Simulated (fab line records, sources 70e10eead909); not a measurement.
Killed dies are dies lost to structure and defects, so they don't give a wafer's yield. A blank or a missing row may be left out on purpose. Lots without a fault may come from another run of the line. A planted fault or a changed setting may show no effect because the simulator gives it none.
Chamber matching | flow nand_harc | NHARC_A_WL_FILL_ALD_02 on ald_metal-04: 4 sister chambers
The step deposits TiN, target thk 2 nm, pulse time 3 s, ald cycles 100. 22 wafers are shown with their chamber, then 11 later ones without.

WAFERS WITH THEIR CHAMBER
wafer  | chamber | heater_power_w (W) | precursor_pulse_height_rel
L076.2 | 2       | 943                | 1.030
L076.3 | 1       | 1050               | 0.992
L076.6 | 0       | 1025               | 1.021
L078.1 | 3       | 1057               | 1.002
L078.4 | 3       | 1036               | 0.984
L078.5 | 2       | 955                | 1.023
L081.1 | 2       | 958                | 0.981
L081.4 | 0       | 986                | 1.006
L081.5 | 0       | 986                | 0.997
L082.1 | 3       | 1040               | 1.009
L082.5 | 1       | 1082               | 0.985
L082.6 | 0       | 964                | 1.030
L085.1 | 2       | 967                | 0.973
L085.2 | 0       | 999                | 0.987
L085.4 | 3       | 1060               | 0.978
L085.3 | 1       | 1090               | 1.020
L085.5 | 0       | 974                | 0.984
L085.6 | 3       | 1033               | 1.017
L086.2 | 0       | 988                | 1.001
L086.4 | 1       | 1088               | 1.014
L086.6 | 2       | 971                | 0.990
L087.2 | 3       | 1048               | 0.982

SIGNATURES (means of the wafers above)
reading                    | chamber 0 | chamber 1 | chamber 2 | chamber 3 | scatter within a chamber
heater_power_w             | 988.86    | 1077.50   | 958.80    | 1045.67   | 15.7
precursor_pulse_height_rel | 1.00371   | 1.00275   | 0.99940   | 0.99533   | 0.019
Rule: a wafer's distance from a chamber is the root of the sum, over the readings, of the square of ((its reading less the chamber's mean) divided by the reading's scatter). The wafer belongs to the nearest chamber; if the next one is less than 2 further off, it can't be placed. The scatter: the root of (the sum of the squares of (reading less its chamber's mean) over the shown wafers, divided by (wafers less chambers)).

WAFERS WITHOUT THEIR CHAMBER
wafer  | heater_power_w (W) | precursor_pulse_height_rel
L087.5 | 976                | 1.020
L087.6 | 1056               | 0.989
L087.1 | 1094               | 1.012
L087.3 | 956                | 0.993
L087.4 | 966                | 1.007
L091.2 | 1059               | 0.994
L091.4 | 946                | 0.970
L091.5 | 937                | 0.996
L097.2 | 1070               | 1.023
L097.4 | 1063               | 1.004
L097.6 | 1046               | 1.011

WHICH CHAMBER EACH WENT THROUGH
wafer  | from the rows above     | in truth
L087.5 | can't be placed: 0 or 2 | 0
L087.6 | can't be placed: 3 or 1 | 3
L087.1 | 1                       | 1
L087.3 | can't be placed: 2 or 0 | 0
L087.4 | can't be placed: 2 or 0 | 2
L091.2 | can't be placed: 3 or 1 | 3
L091.4 | can't be placed: 2 or 0 | 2
L091.5 | can't be placed: 2 or 0 | 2
L097.2 | can't be placed: 1 or 3 | 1
L097.4 | can't be placed: 1 or 3 | 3
L097.6 | can't be placed: 3 or 1 | 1
Placed correctly: 1 of 11. Can't be placed from these rows: 10 (the true chamber is among the candidates in 10). Placed wrongly: 0.
